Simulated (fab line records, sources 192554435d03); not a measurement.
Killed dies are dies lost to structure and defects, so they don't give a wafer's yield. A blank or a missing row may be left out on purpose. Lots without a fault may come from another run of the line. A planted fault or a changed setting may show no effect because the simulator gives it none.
Which tool did it? | flow n5_finfet | 11 lots, 32 wafers sampled, at 5 steps of a route of 1938

WHAT THE GAUGES READ, wafer by wafer
N5_BEOL_M3_OCD_MEAS_38.
lot  | measured     | on     | trench_depth_nm (nm)
L379 | day 7 11:28  | ocd-02 | 52.8 53.3 53.6
L380 | day 7 17:08  | ocd-01 | 57.5 55.2 54.5
L383 | day 8 21:47  | ocd-01 | 54.3 58.7 55.1
L386 | day 9 01:06  | ocd-02 | 55.1 56.4 54.4
L385 | day 9 04:20  | ocd-02 | 54.3 55.3 55.3
L387 | day 9 04:41  | ocd-02 | 54.3 58.7 55.6
L388 | day 9 11:00  | ocd-01 | 55.4 54.8 52.1
L398 | day 12 08:34 | ocd-02 | 54.2 54.7 54.7
L397 | day 12 09:13 | ocd-02 | 53.8 54.6
L402 | day 13 08:20 | ocd-01 | 55.0 57.3 55.6
L401 | day 13 10:23 | ocd-01 | 54.7 56.6 55.3

N5_BEOL_M4_RC_MEAS_101.
lot  | measured     | on        | DIBL_N (mV/V)  | DIBL_P (mV/V) | IOFF_N (nA/um) | IOFF_P (nA/um) | ION_N (uA/um) | ION_P (uA/um) | SS_N (mV/dec)  | SS_P (mV/dec)  | VT_N (mV)   | VT_P (mV)
L379 | day 8 07:10  | prober-01 | 39.1 36.4 34.9 | 38 37 35      | 0.18 0.15 0.12 | 0.21 0.22 0.18 | 668 665 660   | 455 457 452   | 71.8 71.4 71.3 | 73.7 73.9 73.1 | 252 250 252 | -252 -252 -254
L380 | day 8 10:58  | prober-01 | 36.9 36.7 39.7 | 38 37 41      | 0.17 0.15 0.22 | 0.23 0.21 0.31 | 685 656 682   | 466 460 468   | 72.0 71.8 73.0 | 73.9 72.6 74.0 | 250 252 245 | -247 -253 -243
L383 | day 9 11:36  | prober-02 | 34.7 39.1 39.5 | 33 39 41      | 0.10 0.18 0.21 | 0.17 0.26 0.29 | 654 679 683   | 462 463 467   | 71.3 71.7 72.2 | 72.4 73.6 74.7 | 255 247 244 | -251 -244 -244
L386 | day 9 15:33  | prober-02 | 37.6 36.2 38.3 | 37 36 38      | 0.18 0.15 0.20 | 0.23 0.22 0.26 | 676 660 675   | 461 458 473   | 71.5 71.5 71.7 | 73.5 73.6 73.7 | 248 253 246 | -251 -250 -249
L385 | day 9 22:03  | prober-01 | 30.9 34.6 34.8 | 31 35 35      | 0.08 0.12 0.13 | 0.13 0.18 0.18 | 630 668 656   | 442 462 452   | 70.1 70.9 70.5 | 71.6 72.9 73.3 | 263 254 252 | -256 -254 -253
L387 | day 10 00:31 | prober-02 | 38.5 37.5 37.5 | 38 37 36      | 0.18 0.15 0.16 | 0.27 0.23 0.22 | 677 658 670   | 480 460 459   | 71.3 71.7 71.0 | 73.6 73.5 73.3 | 249 252 247 | -244 -247 -246
L388 | day 10 06:31 | prober-02 | 38.5 37.0 39.3 | 41 38 41      | 0.19 0.17 0.20 | 0.27 0.23 0.28 | 672 666 677   | 464 463 466   | 72.4 71.6 72.4 | 74.5 73.1 74.2 | 252 249 250 | -248 -248 -246
L398 | day 12 23:52 | prober-01 | 35.6 36.4 34.8 | 36 38 36      | 0.15 0.16 0.13 | 0.21 0.24 0.21 | 666 681 660   | 459 469 453   | 71.2 71.0 71.4 | 72.4 72.7 72.3 | 251 251 254 | -251 -248 -252
L397 | day 13 02:37 | prober-02 | 37.6 34.0      | 39 35         | 0.16 0.11      | 0.26 0.18      | 663 640       | 467 450       | 72.2 70.7      | 73.7 73.1      | 252 259     | -246 -252
L402 | day 14 02:14 | prober-02 | 32.1 32.5 34.2 | 33 32 36      | 0.11 0.11 0.14 | 0.15 0.15 0.19 | 655 664 672   | 449 453 465   | 70.3 70.4 70.5 | 71.7 72.1 72.6 | 254 255 252 | -254 -256 -251
L401 | day 14 03:52 | prober-01 | 39.9 39.3 35.9 | 38 38 33      | 0.18 0.16 0.12 | 0.24 0.25 0.19 | 658 663 657   | 458 462 451   | 72.5 72.0 71.3 | 72.9 73.2 71.8 | 251 253 257 | -249 -246 -251

WHICH TOOL RAN EACH LOT (tool, then ch and the chambers of the sampled wafers, then the start)
lot  | N5_BEOL_M3_STRIP_97                           | N5_BEOL_M3_CVD_47                | N5_BEOL_M3_SPUTTER_48
L379 | rie_diel-05 ch 0,1, day 7 11:28 or earlier    | cvd_co-01 ch 1,2, day 7 12:35    | pvd_sputter-03, day 7 12:50
L380 | rie_diel-03 ch 0,1,2, day 7 17:08 or earlier  | cvd_co-01 ch 0,1, day 7 18:40    | pvd_sputter-02, day 7 19:46
L383 | rie_diel-01 ch 0,1,3, day 8 21:47 or earlier  | cvd_co-02 ch 0,1,2, day 8 23:56  | pvd_sputter-01, day 9 00:09
L386 | rie_diel-03 ch 1,2,3, day 9 01:06 or earlier  | cvd_co-01 ch 1,2, day 9 02:08    | pvd_sputter-01, day 9 02:19
L385 | rie_diel-03 ch 2,3, day 9 04:20 or earlier    | cvd_co-01 ch 0,1,2, day 9 05:08  | pvd_sputter-02, day 9 05:20
L387 | rie_diel-01 ch 0,1,3, day 9 04:41 or earlier  | cvd_co-01 ch 0,1, day 9 05:20    | pvd_sputter-01, day 9 05:31
L388 | rie_diel-05 ch 1,2, day 9 11:00 or earlier    | cvd_co-01 ch 0,1,2, day 9 12:10  | pvd_sputter-01, day 9 12:19
L398 | rie_diel-03 ch 1,2, day 12 08:34 or earlier   | cvd_co-01 ch 0,1,2, day 12 09:34 | pvd_sputter-01, day 12 09:47
L397 | rie_diel-01 ch 1, day 12 09:13 or earlier     | cvd_co-01 ch 0,1, day 12 10:49   | pvd_sputter-03, day 12 11:12
L402 | rie_diel-01 ch 0,2,3, day 13 08:20 or earlier | cvd_co-01 ch 0,1,2, day 13 10:01 | pvd_sputter-01, day 13 10:16
L401 | rie_diel-03 ch 0,3, day 13 10:23 or earlier   | cvd_co-01 ch 0,1,2, day 13 13:27 | pvd_sputter-01, day 13 13:51
- N5_BEOL_M3_STRIP_97: strips in N2/H2, time 10 s.
- N5_BEOL_M3_CVD_47: deposits Co from CCTBA/H2, target thk 3 nm, time 223.8 s.
- N5_BEOL_M3_SPUTTER_48: material Cu, target thk 4.5 nm, time 8.29 s.

WHAT THE TOOLS THEMSELVES READ (means of the sampled wafers that have a number; where no wafer has one, the mark that the record gives instead)
N5_BEOL_M3_STRIP_97.
lot  | tool        | drypump_motor_current_A (A) | oes_product_au (a.u.) | rf_vpp_V (V) | showerhead_plenum_p_Torr (Torr) | throttle_valve_pct (%)
L379 | rie_diel-05 | 5.4                         | 0.70                  | 59.2         | 2.49                            | 23.5
L380 | rie_diel-03 | 6.1                         | 0.80                  | 60.0         | 2.56                            | 23.6
L383 | rie_diel-01 | 5.6                         | 0.87                  | 60.0         | 2.51                            | 23.2
L386 | rie_diel-03 | 6.3                         | 0.81                  | 59.9         | 2.59                            | 23.4
L385 | rie_diel-03 | 6.3                         | 0.85                  | 59.6         | 2.65                            | 23.5
L387 | rie_diel-01 | 5.6                         | 0.87                  | 60.0         | 2.50                            | 23.2
L388 | rie_diel-05 | 5.3                         | 0.79                  | 59.0         | 2.50                            | 23.5
L398 | rie_diel-03 | 6.1                         | 0.75                  | 60.2         | 2.54                            | 23.3
L397 | rie_diel-01 | 5.4                         | 0.83                  | 58.3         | 2.47                            | 22.8
L402 | rie_diel-01 | 5.6                         | 0.84                  | 60.2         | 2.48                            | 23.4
L401 | rie_diel-03 | 6.3                         | 0.83                  | 58.9         | 2.64                            | 23.9

N5_BEOL_M3_CVD_47.
lot  | tool      | run_length_s (s)
L379 | cvd_co-01 | 246.8
L380 | cvd_co-01 | 247.4
L383 | cvd_co-02 | 246.0
L386 | cvd_co-01 | 247.4
L385 | cvd_co-01 | 296.4
L387 | cvd_co-01 | 272.3
L388 | cvd_co-01 | 271.7
L398 | cvd_co-01 | 247.0
L397 | cvd_co-01 | 246.9
L402 | cvd_co-01 | 246.9
L401 | cvd_co-01 | 246.7

N5_BEOL_M3_SPUTTER_48.
lot  | tool           | chuck_sensor_temp_C (C) | throttle_valve_pct (%)
L379 | pvd_sputter-03 | -15.7                   | 30.6
L380 | pvd_sputter-02 | -15.6                   | 29.2
L383 | pvd_sputter-01 | -15.7                   | 29.9
L386 | pvd_sputter-01 | -15.7                   | 29.9
L385 | pvd_sputter-02 | -15.3                   | 28.8
L387 | pvd_sputter-01 | -15.6                   | 30.0
L388 | pvd_sputter-01 | -15.4                   | 29.7
L398 | pvd_sputter-01 | -15.7                   | 29.9
L397 | pvd_sputter-03 | -15.6                   | 30.5
L402 | pvd_sputter-01 | -15.7                   | 29.9
L401 | pvd_sputter-01 | -15.9                   | 29.3

THE ANSWER, worked out from the rows above alone
Rule: what is usual is taken from the lots themselves. Put in order of their means at a reading, lots are off if they are a third of the lots or fewer, leave a main group of 4 or more, and stand apart from it by a gap of 3 or more times the standard deviation of the main group's means; of several such gaps the widest counts. A main group whose means are all the same, to the digits that the tables above print for the reading, isn't used. A lot without any number at a reading at which 4 lots or more have one is off too. The other lots that the step has rows for count as sound. The gauges are gone through in route order, then the tools' own readings, and for those a lot's mean is taken as printed above. The first step at which some lot is off is used, and at that step the reading that is off furthest; a lot without a number counts as furthest.
Off: L385, L387, L388, at N5_BEOL_M3_CVD_47 (run_length_s). The main group: mean 246.9 s, standard deviation 0.41.
A tool fits if, at that step or a process step before it, it ran every lot that is off, and no sound lot after the first of them. N5_BEOL_M3_STRIP_97 gives no start for some lots, so the hours and the order of its lots are those of N5_BEOL_M3_OCD_MEAS_38. None of those tried fits.

WHAT THE SIMULATOR HAD PUT IN
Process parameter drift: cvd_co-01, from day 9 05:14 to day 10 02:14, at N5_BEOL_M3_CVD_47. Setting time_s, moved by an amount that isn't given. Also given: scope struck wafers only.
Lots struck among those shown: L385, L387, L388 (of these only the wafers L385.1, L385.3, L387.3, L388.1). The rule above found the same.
